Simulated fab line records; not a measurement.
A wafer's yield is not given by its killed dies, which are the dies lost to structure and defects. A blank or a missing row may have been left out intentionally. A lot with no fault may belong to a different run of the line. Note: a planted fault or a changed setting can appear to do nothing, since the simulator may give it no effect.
fab line records -- flow n5Finfet
record: lots: 7, wafers: 21
route steps=1938 shown MOL_CONTACT_COAG@565 BEOL_M0_SAQP@633 BEOL_M0_CUTY@701 BEOL_M1@751 BEOL_M2@841
startH: hours from the record's opening day to when the first of the lot's shown wafers began -- waitH: hours elapsed since this lot's preceding step -- " as in the row above -- L1.1+2: several wafers, shown together as one row -- - no value present, or no start provided -- * or withheld: withheld -- < > ~ a bound
route shown NAME@n: a module of which the file shows steps, and the number in the route of the first -- usual: mean/standard deviation of fault-free wafers -- same: alike in all rows -- chamber/n: place in a boat -- sites: each site's reading -- _std_site: standard deviation of those values -- _edge_site: inner sites' mean taken away from outer sites' mean -- radiusMm: for every site, how far away it sits from the centre of the wafer -- mask NAME#n: copy n -- behind: tool/chamber where the wafer was last shaped -- hold: cause of the lot's hold/its duration in hours/its outcome -- device: names the non-switching transistor (n, p or np) -- end of line: tests run on the same wafers once the route is complete -- for a step that has no rows: nothing shown but its recipe -- killed: the dies lost at the first sort to structure and to defects; this is not the yield of the wafer -- map: shows each die of a wafer: x if killed, . if not, _ if none is there
set.NAME: the run value of the setting; set.NAME@STEP: its run value at that earlier step -- model.NAME: the simulator's own value behind a step, which no gauge read
lots with deliberately changed settings; one table per step, one row per wafer
== steps ==
step: N5_MOL_CONTACT_COAG_COAT_76
recipe: resist: SiARC, tempC: 220, timeS: 60, spinRpm: 1500, resistThkNm: 10
lot.wafer,tool,chamber,startH,waitH,set.spinRpm,model.SiARC_of_MOL_CONTACT_COAG_COAT_76.thkNm
L078.1+5,lithoTrack-05,0,-,-,1569,9.8
L078.4,lithoTrack-05,0,-,-,1500,10
L081.2+3,lithoTrack-05,0,-,-,1604,9.6
L081.5,lithoTrack-05,0,-,-,1500,10
L080.3+6,lithoTrack-05,0,-,-,1659,9.4
L080.4,lithoTrack-05,0,-,-,1500,10
L088.1+3+5,lithoTrack-05,0,-,-,1500,10
L091.1+2+6,lithoTrack-01,0,-,-,1500,10
L093.1+4,lithoTrack-01,0,-,-,1500,10
L093.2,lithoTrack-01,0,-,-,1349,10.6
L096.2+5+6,lithoTrack-05,0,-,-,1500,10
step: N5_MOL_CONTACT_COAG_COAT_77
recipe: resist: underlayer, tempC: 205, timeS: 60, spinRpm: 1500, resistThkNm: 10
step: N5_MOL_CONTACT_COAG_COAT_78
recipe: resist: CAR-EUV, spinRpm: 1500, resistThkNm: 40
step: N5_MOL_CONTACT_COAG_DESCUM_88
recipe: chemistry: O2, timeS: 7, sourcePowerW: 50, biasPowerW: 20, pressureMtorr: 20, rfFrequencyHz: 2.712e+07, tempC: 40, resist: CAR-EUV, o2FlowSccm: 225
step: N5_MOL_CONTACT_COAG_ETCH_89
recipe: chemistry: N2/H2, target: underlayer, targetDepthA: 130, maskMaterial: CAR-EUV, timeS: 10.4, ionEnergyEv: 200, pressureMtorr: 30, sourceW: 840, biasW: 150, n2FlowSccm: 200, h2FlowSccm: 200, ends: cleared
step: N5_MOL_CONTACT_COAG_ETCH_90
recipe: chemistry: CF4, target: SiARC, targetDepthA: 130, maskMaterial: CAR-EUV, timeS: 21.7, ionEnergyEv: 80, pressureMtorr: 40, sourceW: 545, biasW: 36, Ar_flow_sccm: 100, cf4FlowSccm: 100, ends: cleared
usual: etchRfOnTimeS: 21.7/0.41
lot.wafer,tool,chamber,startH,waitH,set.spinRpm@MOL_CONTACT_COAG_COAT_76,etchRfOnTimeS,model.etch.depthNm
L078.1,rieDiel-06,1,132.64,0.0,1569,20.9,9.776
L078.4,rieDiel-06,0,132.64,0.0,1500,21.9,9.996
L078.5,rieDiel-06,2,132.64,0.0,1569,21.0,9.78
L081.2,rieDiel-05,2,141.48,0.0,1604,21.0,9.656
L081.3,rieDiel-05,3,141.48,0.0,1604,21.3,9.656
L081.5,rieDiel-05,3,141.48,0.0,1500,22.1,9.982
L080.3,rieDiel-05,2,145.41,0.0,1659,20.7,9.463
L080.4,rieDiel-05,0,145.41,0.0,1500,21.8,9.947
L080.6,rieDiel-05,2,145.41,0.0,1659,20.8,9.474
L088.1,rieDiel-05,2,184.79,0.0,1500,22.1,9.957
L088.3,rieDiel-05,1,184.79,0.0,1500,22.1,9.968
L088.5,rieDiel-05,1,184.79,0.0,1500,22.0,9.996
L091.1,rieDiel-05,0,201.26,0.0,1500,21.8,9.996
L091.2,rieDiel-05,1,201.26,0.0,1500,22.3,10.02
L091.6,rieDiel-05,1,201.26,0.0,1500,22.3,10.01
L093.1,rieDiel-06,2,217.72,0.0,1500,21.5,10
L093.2,rieDiel-06,3,217.72,0.0,1349,22.1,10.53
L093.4,rieDiel-06,1,217.72,0.0,1500,21.1,9.988
L096.2,rieDiel-05,2,238.04,0.0,1500,21.8,9.986
L096.5,rieDiel-05,3,238.04,0.0,1500,22.1,9.961
L096.6,rieDiel-05,0,238.04,0.0,1500,21.8,10.01
step: N5_MOL_CONTACT_COAG_ALD_131
recipe: material: SiO2, targetThkA: 50, tempC: 100, aldPrecursorFamily: BDEAS, aldCoReactant: O2-plasma, pulseTimeS: 1, coReactantPulseTimeS: 1, purgeTimeS: 2, coReactantPurgeTimeS: 2, aldCycles: 35, pressureTorr: 2
step: N5_MOL_CONTACT_COAG_ETCHBACK_132
recipe: chemistry: CHF3, target: SiO2, targetDepthA: 100, timeS: 6.7, ionEnergyEv: 200, pressureMtorr: 30, sourceW: 610, biasW: 170, Ar_flow_sccm: 200, CHF3_flow_sccm: 50
step: N5_MOL_CONTACT_COAG_STRIP_120
recipe: chemistry: CHF3, resist: SiARC, rfFrequencyHz: 6e+07
step: N5_MOL_CONTACT_COAG_VIA_ETCH_117
recipe: chemistry: C4F6/O2, targetDepthA: 400, overetchA: 80, maskMaterial: SOC, target: SiO2, biasW: 455, pressureMtorr: 10, timeS: 26, sourceW: 325, Ar_flow_sccm: 300, C4F6_flow_sccm: 10, O2_flow_sccm: 10, ionEnergyEv: 575.3, ends: endPoint
step: N5_MOL_CONTACT_COAG_ETCH_124
recipe: chemistry: CH3F/O2, target: SiNx, targetDepthA: 65, maskMaterial: SOC, stopOn: SiOC, overEtchFrac: 0.3, ionEnergyEv: 120, pressureMtorr: 30, sourceW: 395, biasW: 73, Ar_flow_sccm: 150, CH3F_flow_sccm: 30, O2_flow_sccm: 20, ends: endPoint
lot.wafer,tool,chamber,startH,waitH,set.aldCycles@MOL_CONTACT_COAG_ALD_123,model.etch.depthNm
L078.1,rieDiel-05,2,134.75,0.0,100,4.986
L078.4,rieDiel-05,2,134.75,0.0,100,5.026
L078.5,rieDiel-05,3,134.75,0.0,100,4.971
L081.2,rieDiel-05,3,143.17,0.0,100,4.981
L081.3,rieDiel-05,2,143.17,0.0,100,4.971
L081.5,rieDiel-05,1,143.17,0.0,100,4.953
L080.3,rieDiel-06,3,147.44,0.0,108,5.403
L080.4,rieDiel-06,2,147.44,0.0,100,4.995
L080.6,rieDiel-06,2,147.44,0.0,100,5.034
L088.1,rieDiel-04,1,187.37,0.0,87,4.366
L088.3,rieDiel-04,2,187.37,0.0,100,5.011
L088.5,rieDiel-04,1,187.37,0.0,100,5.005
L091.1,rieDiel-05,2,203.08,0.0,100,4.963
L091.2,rieDiel-05,1,203.08,0.0,100,5.025
L091.6,rieDiel-05,1,203.08,0.0,100,4.975
L093.1,rieDiel-05,1,219.63,0.0,100,5.013
L093.2,rieDiel-05,3,219.63,0.0,84,4.236
L093.4,rieDiel-05,0,219.63,0.0,84,4.204
L096.2,rieDiel-06,3,240.91,0.0,100,4.992
L096.5,rieDiel-06,0,240.91,0.0,100,5.021
L096.6,rieDiel-06,3,240.91,0.0,93,4.635
step: N5_BEOL_M0_SAQP_ILD_DEP_01
recipe: material: SiOC, targetThkA: 454.19, tempC: 350, precursor: DEMS/O2, pressureTorr: 5, rfW: 500, timeS: 8.7
lot.wafer,tool,chamber,startH,waitH,set.timeS,model.SiOC_of_BEOL_M0_SAQP_ILD_DEP_01.thkNm
L078.1,pecvd-03,0,139.73,0.0,8.7,45.2
L078.4,pecvd-03,2,139.73,0.0,8.202,43.6
L078.5,pecvd-03,0,139.73,0.0,8.7,46.4
L081.2,pecvd-01,1,147.66,0.0,7.889,41.2
L081.3,pecvd-01,2,147.66,0.0,8.7,46.2
L081.5,pecvd-01,2,147.66,0.0,8.7,46.4
L080.3,pecvd-02,1,151.94,0.0,9.668,49.4
L080.4,pecvd-02,2,151.94,0.0,9.668,51.2
L080.6,pecvd-02,1,151.94,0.0,9.668,50.2
L088.1,pecvd-02,1,191.84,0.0,8.113,41.6
L088.3,pecvd-02,0,191.84,0.0,8.113,41.4
L088.5,pecvd-02,0,191.84,0.0,8.7,45.6
L091.1,pecvd-02,2,207.56,0.0,8.7,44.8
L091.2,pecvd-02,0,207.56,0.0,8.7,44.4
L091.6,pecvd-02,1,207.56,0.0,8.7,45.8
L093.1,pecvd-02,0,224.12,0.0,8.7,44.4
L093.2,pecvd-02,1,224.12,0.0,8.7,44.6
L093.4,pecvd-02,0,224.12,0.0,8.7,45
L096.2,pecvd-03,2,245.39,0.0,8.7,45.2
L096.5,pecvd-03,1,245.39,0.0,8.7,45.8
L096.6,pecvd-03,0,245.39,0.0,7.907,42.2
step: N5_BEOL_M0_SAQP_PECVD_97
recipe: material: SiNx, targetThkA: 230, tempC: 350, precursor: SiH4/NH3/N2, pressureTorr: 1.5, rfW: 300, timeS: 19.9
lot.wafer,tool,chamber,startH,waitH,set.timeS,model.SiNx_of_BEOL_M0_SAQP_PECVD_97.thkNm
L078.1,pecvd-01,0,141.28,0.0,19.9,22.6
L078.4,pecvd-01,2,141.28,0.0,19.9,23.2
L078.5,pecvd-01,0,141.28,0.0,19.9,23.4
L081.2,pecvd-02,1,148.59,0.0,22.75,26.6
L081.3,pecvd-02,2,148.59,0.0,19.9,22.6
L081.5,pecvd-02,1,148.59,0.0,19.9,23.6
L080.3,pecvd-03,1,153.89,0.0,19.15,22.2
L080.4,pecvd-03,1,153.89,0.0,19.9,23.6
L080.6,pecvd-03,2,153.89,0.0,19.15,22.6
L088.1,pecvd-03,1,192.09,0.0,19.9,22.6
L088.3,pecvd-03,0,192.09,0.0,19.9,23
L088.5,pecvd-03,0,192.09,0.0,19.9,23.2
L091.1,pecvd-03,1,208.64,0.0,19.9,22
L091.2+6,pecvd-03,"0,1",208.64,0.0,19.9,22.8
L093.1,pecvd-01,2,225.80,0.0,19.9,22.4
L093.2,pecvd-01,0,225.80,0.0,19.9,22.6
L093.4,pecvd-01,2,225.80,0.0,19.9,22.8
L096.2,pecvd-03,2,245.64,0.0,18.09,20.4
L096.5+6,pecvd-03,"1,0",245.64,0.0,18.09,21
step: N5_BEOL_M0_SAQP_PECVD_04
recipe: material: a-Si, targetThkA: 600, tempC: 350, precursor: SiH4/He, pressureTorr: 3, rfW: 100, timeS: 60.2
step: N5_BEOL_M0_SAQP_HM_OPEN_112
recipe: chemistry: CHF3/O2, target: SiO2, stopOn: a-Si, targetDepthA: 120, overEtchFrac: 1.25, maskMaterial: SOC, timeS: 13.5, pressureMtorr: 30, sourceW: 650, biasW: 170, Ar_flow_sccm: 200, CHF3_flow_sccm: 50, O2_flow_sccm: 5, ionEnergyEv: 200, ends: endPoint
step: N5_BEOL_M0_SAQP_STRIP_113
recipe: chemistry: CHF3/O2, resist: SiARC, rfFrequencyHz: 6e+07
step: N5_BEOL_M0_SAQP_MANDREL_ETCH_20
recipe: targetDepthA: 600, chemistry: HBr/Cl2, target: a-Si, stopOn: SiNx, btTimeS: 10, maskMaterial: SOC, overEtchFrac: 0.5, timeS: 30, pressureMtorr: 10, icpW: 800, biasW: 75, HBr_flow_sccm: 150, Cl2_flow_sccm: 80, ends: endPoint
lot.wafer,tool,chamber,startH,waitH,set.timeS@BEOL_M0_SAQP_PECVD_97,model.SiNx_of_BEOL_M0_SAQP_PECVD_97.thkNm
L078.1,rieSi-03,1,142.26,0.0,19.9,17.8
L078.4,rieSi-03,0,142.26,0.0,19.9,18.4
L078.5,rieSi-03,1,142.26,0.0,19.9,18.8
L081.2,rieSi-01,2,149.57,0.0,22.75,21.8
L081.3,rieSi-01,0,149.57,0.0,19.9,18
L081.5,rieSi-01,0,149.57,0.0,19.9,18.8
L080.3,rieSi-01,2,154.87,0.0,19.15,17.4
L080.4,rieSi-01,1,154.87,0.0,19.9,19
L080.6,rieSi-01,0,154.87,0.0,19.15,18
L088.1,rieSi-01,2,193.07,0.0,19.9,17.8
L088.3+5,rieSi-01,"1,2",193.07,0.0,19.9,18.4
L091.1,rieSi-01,0,209.67,0.0,19.9,17.4
L091.2+6,rieSi-01,"3,2",209.67,0.0,19.9,18
L093.1,rieSi-01,2,226.78,0.0,19.9,17.6
L093.2,rieSi-01,0,226.78,0.0,19.9,18
L093.4,rieSi-01,1,226.78,0.0,19.9,18.2
L096.2,rieSi-01,2,248.32,0.0,18.09,15.6
L096.5,rieSi-01,3,248.32,0.0,18.09,16.4
L096.6,rieSi-01,0,248.32,0.0,18.09,16.2
step: N5_BEOL_M0_CUTY_COAT_50
recipe: resist: SiARC, tempC: 220, timeS: 60, spinRpm: 1500, resistThkNm: 15
lot.wafer,tool,chamber,startH,waitH,set.spinRpm,model.SiARC_of_BEOL_M0_CUTY_COAT_50.thkNm
L078.1+4+5,lithoTrack-02,0,147.02,0.0,1343,15.8
L081.2,lithoTrack-04,0,154.81,0.0,1500,15
L081.3+5,lithoTrack-04,0,154.81,0.0,1655,14.4
L080.3+4,lithoTrack-04,0,159.82,0.0,1500,15
L080.6,lithoTrack-04,0,159.82,0.0,1434,15.4
L088.1+5,lithoTrack-04,0,198.51,0.0,1500,15
L088.3,lithoTrack-04,0,198.51,0.0,1439,15.4
L091.1+2+6,lithoTrack-04,0,214.27,0.0,1500,15
L093.1+4,lithoTrack-01,0,232.35,0.0,1436,15.4
L093.2,lithoTrack-01,0,232.35,0.0,1500,15
L096.2,lithoTrack-04,0,255.86,0.0,1500,15.2
L096.5+6,lithoTrack-04,0,255.86,0.0,1546,14.8
step: N5_BEOL_M1_ILD_DEP_00
recipe: material: SiOC, targetThkA: 790, tempC: 350, precursor: DEMS/O2, pressureTorr: 5, rfW: 500, timeS: 15.3
lot.wafer,tool,chamber,startH,waitH,set.timeS,model.SiOC_of_BEOL_M1_ILD_DEP_00.thkNm
L078.1,pecvd-04,0,155.07,0.0,15.3,78.6
L078.4,pecvd-04,1,155.07,0.0,15.3,79
L078.5,pecvd-04,2,155.07,0.0,15.3,78
L081.2,pecvd-02,1,162.66,0.0,13.03,66
L081.3,pecvd-02,2,162.66,0.0,15.3,78.6
L081.5,pecvd-02,0,162.66,0.0,15.3,78.2
L080.3,pecvd-02,2,166.82,0.0,16.12,84
L080.4,pecvd-02,0,166.82,0.0,15.3,78.6
L080.6,pecvd-02,2,166.82,0.0,16.12,84.2
L088.1,pecvd-01,0,203.88,0.0,15.3,79
L088.3,pecvd-01,2,203.88,0.0,15.3,79.2
L088.5,pecvd-01,1,203.88,0.0,15.92,84.8
L091.1,pecvd-02,1,228.83,0.0,15.3,77.6
L091.2,pecvd-02,0,228.83,0.0,15.3,77.2
L091.6,pecvd-02,2,228.83,0.0,15.3,79.2
L093.1,pecvd-02,2,242.01,0.0,15.3,78
L093.2,pecvd-02,0,242.01,0.0,16.69,85.4
L093.4,pecvd-02,2,242.01,0.0,16.69,87.2
L096.2,pecvd-01,2,270.20,0.0,17.43,89
L096.5,pecvd-01,0,270.20,0.0,15.3,81
L096.6,pecvd-01,1,270.20,0.0,15.3,81.4
step: N5_BEOL_M1_THK_MEAS_01
recipe: reads: SiOC_of_BEOL_M1_ILD_DEP_00
usual: M1_ILD_THK: 79.0/1.1
lot.wafer,tool,chamber,startH,waitH,set.timeS@BEOL_M1_ILD_DEP_00,M1_ILD_THK[nm]
L078.1,filmMetro-02,-,155.14,0.0,15.3,78.5
L078.4,filmMetro-02,-,155.14,0.0,15.3,79.0
L078.5,filmMetro-02,-,155.14,0.0,15.3,78.0
L081.2,filmMetro-02,-,162.73,0.1,13.03,66.0
L081.3,filmMetro-02,-,162.73,0.1,15.3,78.5
L081.5,filmMetro-02,-,162.73,0.1,15.3,78.2
L080.3,filmMetro-02,-,166.89,0.1,16.12,84.1
L080.4,filmMetro-02,-,166.89,0.1,15.3,78.5
L080.6,filmMetro-02,-,166.89,0.1,16.12,84.3
L088.1,filmMetro-02,-,203.95,0.0,15.3,79.0
L088.3,filmMetro-02,-,203.95,0.0,15.3,79.1
L088.5,filmMetro-02,-,203.95,0.0,15.92,84.8
L091.1,filmMetro-01,-,228.90,0.0,15.3,77.5
L091.2,filmMetro-01,-,228.90,0.0,15.3,77.1
L091.6,filmMetro-01,-,228.90,0.0,15.3,79.3
L093.1,filmMetro-01,-,242.08,0.0,15.3,78.0
L093.2,filmMetro-01,-,242.08,0.0,16.69,85.4
L093.4,filmMetro-01,-,242.08,0.0,16.69,87.3
L096.2,filmMetro-01,-,270.27,0.1,17.43,89.1
L096.5,filmMetro-01,-,270.27,0.1,15.3,80.9
L096.6,filmMetro-01,-,270.27,0.1,15.3,81.3
step: N5_BEOL_M1_COAT_61
recipe: resist: SOC, tempC: 250, timeS: 60, spinRpm: 1500, resistThkNm: 60
lot.wafer,tool,chamber,startH,waitH,set.spinRpm,model.SOC_of_BEOL_M1_COAT_61.thkNm
L078.1,lithoTrack-02,0,157.20,0.1,1347,63
L078.4,lithoTrack-02,0,157.20,0.1,1347,63.2
L078.5,lithoTrack-02,0,157.20,0.1,1500,59.8
L081.2+3,lithoTrack-05,0,164.94,0.1,1382,62.4
L081.5,lithoTrack-05,0,164.94,0.1,1500,59.8
L080.3+6,lithoTrack-05,0,167.62,0.1,1500,60
L080.4,lithoTrack-05,0,167.62,0.1,1500,60.2
L088.1,lithoTrack-05,0,207.13,0.1,1500,60.2
L088.3+5,lithoTrack-05,0,207.13,0.1,1500,60
L091.1+2+6,lithoTrack-02,0,229.12,0.1,1500,60
L093.1+2,lithoTrack-02,0,242.56,0.1,1500,60
L093.4,lithoTrack-02,0,242.56,0.1,1386,62.6
L096.2+6,lithoTrack-05,0,271.43,0.1,1414,61.8
L096.5,lithoTrack-05,0,271.43,0.1,1500,60
step: N5_BEOL_M1_COAT_62
recipe: resist: SiARC, tempC: 220, timeS: 60, spinRpm: 1500, resistThkNm: 12
step: N5_BEOL_M1_COAT_73
recipe: resist: underlayer, tempC: 205, timeS: 60, spinRpm: 1500, resistThkNm: 5
step: N5_BEOL_M1_ETCH_74
recipe: chemistry: N2/H2, target: underlayer, targetDepthA: 65, maskMaterial: CAR-EUV, timeS: 5.2, ionEnergyEv: 200, pressureMtorr: 30, sourceW: 840, biasW: 150, n2FlowSccm: 200, h2FlowSccm: 200, ends: cleared
step: N5_BEOL_M1_ETCH_63
recipe: chemistry: CF4, target: SiARC, targetDepthA: 156, maskMaterial: CAR-EUV, timeS: 26, ionEnergyEv: 80, pressureMtorr: 40, sourceW: 545, biasW: 36, Ar_flow_sccm: 100, cf4FlowSccm: 100, ends: cleared
step: N5_BEOL_M1_ETCH_64
recipe: chemistry: N2/H2, target: SOC, targetDepthA: 750, overetchA: 150, maskMaterial: SiARC, tempC: 40, timeS: 112.5, ionEnergyEv: 200, pressureMtorr: 30, sourceW: 840, biasW: 150, n2FlowSccm: 200, h2FlowSccm: 200
lot.wafer,tool,chamber,startH,waitH,set.spinRpm@BEOL_M1_COAT_61,model.etch.depthNm
L078.1,rieDiel-02,1,157.79,0.0,1347,62.91
L078.4,rieDiel-02,3,157.79,0.0,1347,63.21
L078.5,rieDiel-02,0,157.79,0.0,1500,59.85
L081.2+3,rieDiel-01,"3,2",165.53,0.0,1382,62.47
L081.5,rieDiel-01,2,165.53,0.0,1500,59.77
L080.3,rieDiel-03,0,168.21,0.0,1500,60
L080.4,rieDiel-03,0,168.21,0.0,1500,60.17
L080.6,rieDiel-03,2,168.21,0.0,1500,60.05
L088.1,rieDiel-02,3,207.89,0.0,1500,60.13
L088.3,rieDiel-02,0,207.89,0.0,1500,59.97
L088.5,rieDiel-02,2,207.89,0.0,1500,60.03
L091.1,rieDiel-03,0,229.71,0.0,1500,60.08
L091.2,rieDiel-03,2,229.71,0.0,1500,59.96
L091.6,rieDiel-03,3,229.71,0.0,1500,60.05
L093.1,rieDiel-01,1,243.03,0.0,1500,59.98
L093.2,rieDiel-01,2,243.03,0.0,1500,60.05
L093.4,rieDiel-01,0,243.03,0.0,1386,62.54
L096.2,rieDiel-02,0,272.10,0.0,1414,61.79
L096.5,rieDiel-02,1,272.10,0.0,1500,59.92
L096.6,rieDiel-02,2,272.10,0.0,1414,61.76
step: N5_BEOL_M1_STRIP_65
recipe: chemistry: N2/H2, tempC: 40, n2FlowSccm: 200, h2FlowSccm: 200, rfFrequencyHz: 6e+07
step: N5_BEOL_M1_STRIP_75
recipe: chemistry: N2/H2, tempC: 40, n2FlowSccm: 200, h2FlowSccm: 200, rfFrequencyHz: 6e+07
step: N5_BEOL_M1_STRIP_66
recipe: chemistry: CF4, resist: SiARC, powerW: 300, biasPowerW: 75, pressureMtorr: 50, cf4FlowSccm: 150, rfFrequencyHz: 6e+07
step: N5_BEOL_M1_HM_OPEN_17
recipe: chemistry: Cl2/BCl3, targetDepthA: 200, overetchA: 60, target: TiN, maskMaterial: SOC, ionEnergyEv: 150, pressureMtorr: 10, icpW: 1000, biasW: 126, Cl2_flow_sccm: 53.25, bcl3FlowSccm: 21.75, Ar_flow_sccm: 25
lot.wafer,tool,chamber,startH,waitH,set.spinRpm@BEOL_M1_COAT_61,model.SOC_of_BEOL_M1_COAT_61.thkNm
L078.1,rieMetal-03,1,157.96,0.0,1347,54.6
L078.4,rieMetal-03,0,157.96,0.0,1347,55.4
L078.5,rieMetal-03,1,157.96,0.0,1500,51.6
L081.2,rieMetal-01,0,165.70,0.0,1382,54.4
L081.3,rieMetal-01,0,165.70,0.0,1382,54.2
L081.5,rieMetal-01,1,165.70,0.0,1500,51.8
L080.3+6,rieMetal-02,1,168.41,0.1,1500,52.2
L080.4,rieMetal-02,0,168.41,0.1,1500,52.4
L088.1,rieMetal-02,1,208.05,0.0,1500,52.4
L088.3+5,rieMetal-02,1,208.05,0.0,1500,52.2
L091.1,rieMetal-03,0,229.88,0.0,1500,52.2
L091.2+6,rieMetal-03,1,229.88,0.0,1500,51.8
L093.1,rieMetal-03,1,243.20,0.0,1500,51.8
L093.2,rieMetal-03,0,243.20,0.0,1500,52.2
L093.4,rieMetal-03,1,243.20,0.0,1386,54.4
L096.2+6,rieMetal-03,1,272.27,0.0,1414,53.6
L096.5,rieMetal-03,0,272.27,0.0,1500,52
step: N5_BEOL_M2_ILD_DEP_00
recipe: material: SiOC, targetThkA: 790, tempC: 350, precursor: DEMS/O2, pressureTorr: 5, rfW: 500, timeS: 15.3
lot.wafer,tool,chamber,startH,waitH,set.timeS,model.SiOC_of_BEOL_M2_ILD_DEP_00.thkNm
L078.1,pecvd-03,1,165.17,0.0,13.06,67
L078.4,pecvd-03,0,165.17,0.0,15.3,79.6
L078.5,pecvd-03,1,165.17,0.0,15.3,80.6
L081.2,pecvd-01,1,184.89,0.0,15.3,79
L081.3,pecvd-01,0,184.89,0.0,17.02,86.8
L081.5,pecvd-01,1,184.89,0.0,15.3,79.2
L080.3+6,pecvd-03,"1,2",185.16,0.0,15.3,79.8
L080.4,pecvd-03,0,185.16,0.0,13.06,68.2
L088.1,pecvd-04,1,219.56,0.0,15.3,78.8
L088.3,pecvd-04,2,219.56,0.0,15.96,80.6
L088.5,pecvd-04,2,219.56,0.0,15.96,82.8
L091.1,pecvd-04,0,240.48,0.0,15.3,78.2
L091.2,pecvd-04,1,240.48,0.0,15.3,77
L091.6,pecvd-04,2,240.48,0.0,15.3,78.4
L093.1,pecvd-04,2,253.91,0.0,16.07,83.2
L093.2,pecvd-04,0,253.91,0.0,15.3,77.8
L093.4,pecvd-04,0,253.91,0.0,16.07,83.4
L096.2,pecvd-01,0,284.50,0.0,15.3,77.8
L096.5+6,pecvd-01,"2,1",284.50,0.0,15.3,80.4
step: N5_BEOL_M2_THK_MEAS_01
recipe: reads: SiOC_of_BEOL_M2_ILD_DEP_00
usual: M2_ILD_THK: 79.1/1.1
lot.wafer,tool,chamber,startH,waitH,set.timeS@BEOL_M2_ILD_DEP_00,M2_ILD_THK[nm]
L078.1,filmMetro-01,-,165.24,0.0,13.06,67.0
L078.4,filmMetro-01,-,165.24,0.0,15.3,79.7
L078.5,filmMetro-01,-,165.24,0.0,15.3,80.5
L081.2,filmMetro-02,-,184.95,0.1,15.3,79.0
L081.3,filmMetro-02,-,184.95,0.1,17.02,86.7
L081.5,filmMetro-02,-,184.95,0.1,15.3,79.1
L080.3,filmMetro-01,-,185.23,0.1,15.3,79.9
L080.4,filmMetro-01,-,185.23,0.1,13.06,68.3
L080.6,filmMetro-01,-,185.23,0.1,15.3,79.8
L088.1,filmMetro-02,-,219.63,0.0,15.3,78.8
L088.3,filmMetro-02,-,219.63,0.0,15.96,80.6
L088.5,filmMetro-02,-,219.63,0.0,15.96,82.8
L091.1,filmMetro-01,-,240.54,0.0,15.3,78.4
L091.2,filmMetro-01,-,240.54,0.0,15.3,77.0
L091.6,filmMetro-01,-,240.54,0.0,15.3,78.5
L093.1,filmMetro-02,-,253.98,0.0,16.07,83.1
L093.2,filmMetro-02,-,253.98,0.0,15.3,77.7
L093.4,filmMetro-02,-,253.98,0.0,16.07,83.4
L096.2,filmMetro-01,-,284.57,0.1,15.3,77.9
L096.5,filmMetro-01,-,284.57,0.1,15.3,80.5
L096.6,filmMetro-01,-,284.57,0.1,15.3,80.5
step: N5_BEOL_M2_PECVD_72
recipe: material: SiO2, targetThkA: 160, tempC: 400, precursor: TEOS/O2, pressureTorr: 5.5, rfW: 450, teosFlowSccm: 53.8, gas: O2, flowSccm: 3000, timeS: 18
lot.wafer,tool,chamber,startH,waitH,set.timeS,model.SiO2_of_BEOL_M2_PECVD_72.thkNm
L078.1+4,pecvd-04,"2,1",165.27,0.0,15.86,14.2
L078.5,pecvd-04,2,165.27,0.0,18,16.2
L081.2,pecvd-04,2,184.99,0.0,18,15.8
L081.3,pecvd-04,1,184.99,0.0,18,16
L081.5,pecvd-04,0,184.99,0.0,18,16.2
L080.3,pecvd-04,2,185.26,0.0,18,16
L080.4+6,pecvd-04,"2,0",185.26,0.0,16.55,14.8
L088.1,pecvd-03,0,219.67,0.0,18,16
L088.3,pecvd-03,1,219.67,0.0,18,16.2
L088.5,pecvd-03,1,219.67,0.0,16.74,15.2
L091.1+2,pecvd-03,"0,2",240.58,0.0,18,15.8
L091.6,pecvd-03,0,240.58,0.0,18,16
L093.1,pecvd-01,0,254.02,0.0,18,15.6
L093.2+4,pecvd-01,"1,0",254.02,0.0,17.23,15.4
L096.2,pecvd-04,0,284.61,0.0,19.48,17.2
L096.5,pecvd-04,1,284.61,0.0,19.48,17.4
L096.6,pecvd-04,0,284.61,0.0,18,16.2
== key ==
split: step: N5_MOL_CONTACT_COAG_COAT_76, setting: spinRpm, stated: 1500, by: wafer
response: step: N5_MOL_CONTACT_COAG_COAT_76, reading: model.SiARC_of_MOL_CONTACT_COAG_COAT_76.thkNm, change: -0.0569, per: 1%, r: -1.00
response: step: N5_MOL_CONTACT_COAG_ETCH_90, reading: etchRfOnTimeS, change: *, per: 1%, r: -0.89
response: step: N5_MOL_CONTACT_COAG_ETCH_90, reading: model.etch.depthNm, change: -0.0484, per: 1%, r: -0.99
split: step: N5_BEOL_M0_SAQP_ILD_DEP_01, setting: timeS, stated: 8.7, by: wafer
response: step: N5_BEOL_M0_SAQP_ILD_DEP_01, reading: model.SiOC_of_BEOL_M0_SAQP_ILD_DEP_01.thkNm, change: +0.475, per: 1%, r: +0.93
split: step: N5_BEOL_M0_SAQP_PECVD_97, setting: timeS, stated: 19.9, by: wafer
response: step: N5_BEOL_M0_SAQP_PECVD_97, reading: model.SiNx_of_BEOL_M0_SAQP_PECVD_97.thkNm, change: +0.249, per: 1%, r: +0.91
response: step: N5_BEOL_M0_SAQP_MANDREL_ETCH_20, reading: model.SiNx_of_BEOL_M0_SAQP_PECVD_97.thkNm, change: +0.244, per: 1%, r: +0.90
split: step: N5_BEOL_M0_CUTY_COAT_50, setting: spinRpm, stated: 1500, by: wafer
response: step: N5_BEOL_M0_CUTY_COAT_50, reading: model.SiARC_of_BEOL_M0_CUTY_COAT_50.thkNm, change: -0.0735, per: 1%, r: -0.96
split: step: N5_BEOL_M1_ILD_DEP_00, setting: timeS, stated: 15.3, by: wafer
response: step: N5_BEOL_M1_ILD_DEP_00, reading: model.SiOC_of_BEOL_M1_ILD_DEP_00.thkNm, change: +0.776, per: 1%, r: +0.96
response: step: N5_BEOL_M1_THK_MEAS_01, reading: M1_ILD_THK, change: +0.784, per: 1%, r: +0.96
split: step: N5_BEOL_M1_COAT_61, setting: spinRpm, stated: 1500, by: wafer
response: step: N5_BEOL_M1_COAT_61, reading: model.SOC_of_BEOL_M1_COAT_61.thkNm, change: -0.328, per: 1%, r: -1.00
response: step: N5_BEOL_M1_ETCH_64, reading: model.etch.depthNm, change: -0.327, per: 1%, r: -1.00
response: step: N5_BEOL_M1_HM_OPEN_17, reading: model.SOC_of_BEOL_M1_COAT_61.thkNm, change: -0.319, per: 1%, r: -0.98
split: step: N5_BEOL_M2_ILD_DEP_00, setting: timeS, stated: 15.3, by: wafer
response: step: N5_BEOL_M2_ILD_DEP_00, reading: model.SiOC_of_BEOL_M2_ILD_DEP_00.thkNm, change: +0.815, per: 1%, r: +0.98
response: step: N5_BEOL_M2_THK_MEAS_01, reading: M2_ILD_THK, change: +0.812, per: 1%, r: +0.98
split: step: N5_BEOL_M2_PECVD_72, setting: timeS, stated: 18, by: wafer
response: step: N5_BEOL_M2_PECVD_72, reading: model.SiO2_of_BEOL_M2_PECVD_72.thkNm, change: +0.146, per: 1%, r: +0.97
split outsideThisFile step=N5_MOL_CONTACT_COAG_ALD_123 setting=aldCycles
split outsideThisFile: this setting was split too, and the file shows its column; the key of that split is in another file
